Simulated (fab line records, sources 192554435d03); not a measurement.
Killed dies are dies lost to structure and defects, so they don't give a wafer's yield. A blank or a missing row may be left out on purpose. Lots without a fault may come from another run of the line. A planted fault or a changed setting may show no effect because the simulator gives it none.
Chamber matching | flow n5_finfet | N5_BEOL_M8_CURE_75 on uv_cure-02: 3 sister chambers
The step cures SiCOH lowk, time 120 s. 3 wafers are shown with their chamber, then 8 later ones without.

WAFERS WITH THEIR CHAMBER
wafer  | chamber | wafer_temp_C_max
L080.6 | 1       | 371.6
L088.5 | 0       | 371.0
L091.2 | 2       | 371.3

WAFERS WITHOUT THEIR CHAMBER
wafer  | wafer_temp_C_max
L091.4 | 371.2
L091.5 | 370.7
L096.1 | 370.9
L096.4 | 371.8
L096.5 | 371.0
L097.3 | 371.2
L097.4 | 371.8
L097.5 | 371.3

WHICH CHAMBER EACH WENT THROUGH
wafer  | from the rows above          | in truth
L091.4 | can't be placed: 2 or 0 or 1 | 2
L091.5 | can't be placed: 0 or 2      | 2
L096.1 | can't be placed: 0 or 2      | 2
L096.4 | can't be placed: 1 or 2      | 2
L096.5 | can't be placed: 0 or 2      | 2
L097.3 | can't be placed: 2 or 0 or 1 | 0
L097.4 | can't be placed: 1 or 2      | 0
L097.5 | can't be placed: 2 or 0 or 1 | 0
Placed correctly: 0 of 8. Can't be placed from these rows: 8 (the true chamber is among the candidates in 7). Placed wrongly: 0.
How it was worked out, from the rows above alone: a wafer's distance from a chamber is the root of the sum, over the readings, of the square of ((its reading less the chamber's mean) divided by the reading's scatter). The wafer belongs to the nearest chamber; if the next one is less than 2 further off, it can't be placed. A chamber's mean is the mean of its shown wafers. The scatter: with one shown wafer a chamber, the root of the mean of the squares of how far each hidden wafer lies from its nearest shown one.
